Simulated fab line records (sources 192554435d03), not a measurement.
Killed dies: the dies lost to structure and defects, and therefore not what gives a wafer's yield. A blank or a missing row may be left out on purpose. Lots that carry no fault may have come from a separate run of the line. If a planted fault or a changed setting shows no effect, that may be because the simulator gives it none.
Split-lot experiment | flow n5Finfet | 7 lots, 21 wafers read, on a route of 1938 steps

THE SPLIT ITSELF
At N5_BEOL_M2_EXPOSE_25 (exposes mask V1, defocus 5 nm), the setting doseMj was moved away from the recipe's 63 on 8 of the 21 wafers read, by -5.6% to +7.1%. This setting was run at the recipe's value on the other wafers.

FROM THE SPLIT TO THE READING: what the file shows between them, 2 steps
- N5_BEOL_M2_PEB_26: peb time 60 s
- N5_BEOL_M2_DEVELOP_27: develop time 30 s

THE READING
cdNm, in nm, at N5_BEOL_M2_CD_MEAS_28 (target cd 26.2 nm, target cd y 24.1 nm). On this fab line, fault-free wafers typically give 26.13 nm with a standard deviation of 0.21 nm.

wafer  | tool, chamber at the split | doseMj as run | against the recipe | cdNm, nm | against lot-mates on the recipe
L077.1 | euvScanner-01, 0           | 63            | recipe             | 26.19    | -
L077.4 | euvScanner-01, 0           | 59.47         | -5.6%              | 24.81    | -1.28
L077.5 | euvScanner-01, 0           | 63            | recipe             | 25.99    | -
L081.2 | euvScanner-02, 0           | 60.12         | -4.6%              | 25.13    | -0.96
L081.4 | euvScanner-02, 0           | 63            | recipe             | 26.09    | -
L081.6 | euvScanner-02, 0           | 60.12         | -4.6%              | 25.22    | -0.87
L083.2 | euvScanner-02, 0           | 67.49         | +7.1%              | 27.53    | +1.53
L083.5 | euvScanner-02, 0           | 63            | recipe             | 26.00    | -
L083.6 | euvScanner-02, 0           | 67.49         | +7.1%              | 27.51    | +1.51
L084.2 | euvScanner-01, 0           | 63            | recipe             | 25.65    | -
L084.3 | euvScanner-01, 0           | 63            | recipe             | 26.02    | -
L084.4 | euvScanner-01, 0           | 63            | recipe             | 26.23    | -
L086.3 | euvScanner-01, 0           | 63            | recipe             | 26.07    | -
L086.4 | euvScanner-01, 0           | 60.25         | -4.4%              | 24.80    | -1.27
L086.5 | euvScanner-01, 0           | 60.25         | -4.4%              | 25.44    | -0.63
L089.1 | euvScanner-01, 0           | 63            | recipe             | 26.05    | -
L089.5 | euvScanner-01, 0           | 63            | recipe             | 26.30    | -
L089.6 | euvScanner-01, 0           | 63            | recipe             | 26.41    | -
L097.1 | euvScanner-02, 0           | 63            | recipe             | 26.23    | -
L097.3 | euvScanner-02, 0           | 61.72         | -2.0%              | 25.63    | -0.55
L097.6 | euvScanner-02, 0           | 63            | recipe             | 26.13    | -

FIT RESULTS
A straight line over all 21 wafers: cdNm changes by +0.209 nm for each +1% of doseMj; r = +0.97; the points scatter about the line by 0.19 nm.
The same after taking each lot's own level away (the mean of its wafers on the recipe; 21 wafers): +0.215 nm for each +1%; r = +0.98; scatter 0.16 nm.
The reading moves by 1.5 nm for the largest change in doseMj, on that fit.
From 25.967 to 26.253 nm: that is the span of the lots' own levels, equal to 1.4 times the standard deviation above.
The two slopes agree, so the slope changes little with the lot-to-lot level.
Check: with one of the wafers moved furthest among these (+7.1%) left out of the fit, the line predicts +1.52 nm for it against its lot-mates. It came out at +1.53 nm against them.

THE OTHER SPLITS THESE WAFERS WENT THROUGH
Other splits were also applied to these wafers ahead of the reading. Each is held against what the fit with the lots' levels taken away leaves over:
other split on the same wafers        | wafers away from the commonest value | r with cdNm (lot level and that fit taken away)
N5_SD_EPI_N_ETCH_35 timeS             | 9                                    | +0.06
N5_SDB_EXPOSE_08 doseMj               | 8                                    | -0.05
N5_HKMG_FIN_COAT_06 spinRpm           | 6                                    | +0.00
N5_HKMG_FIN_EXPOSE_09 doseMj          | 5                                    | +0.40
N5_MOL_CONTACT_COAG_ALD_133 aldCycles | 11                                   | -0.05
N5_BEOL_M0_SAQP_PECVD_97 timeS        | 7                                    | -0.39
N5_BEOL_M2_COAT_62 spinRpm            | 5                                    | +0.12
N5_BEOL_M2_ETCH_74 sourceW            | 5                                    | +0.26
N5_BEOL_M2_COAT_76 spinRpm            | 7                                    | -0.14

FILE'S OWN FIT
cdNm changes by +0.218 nm for each +1% of doseMj, r = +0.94.
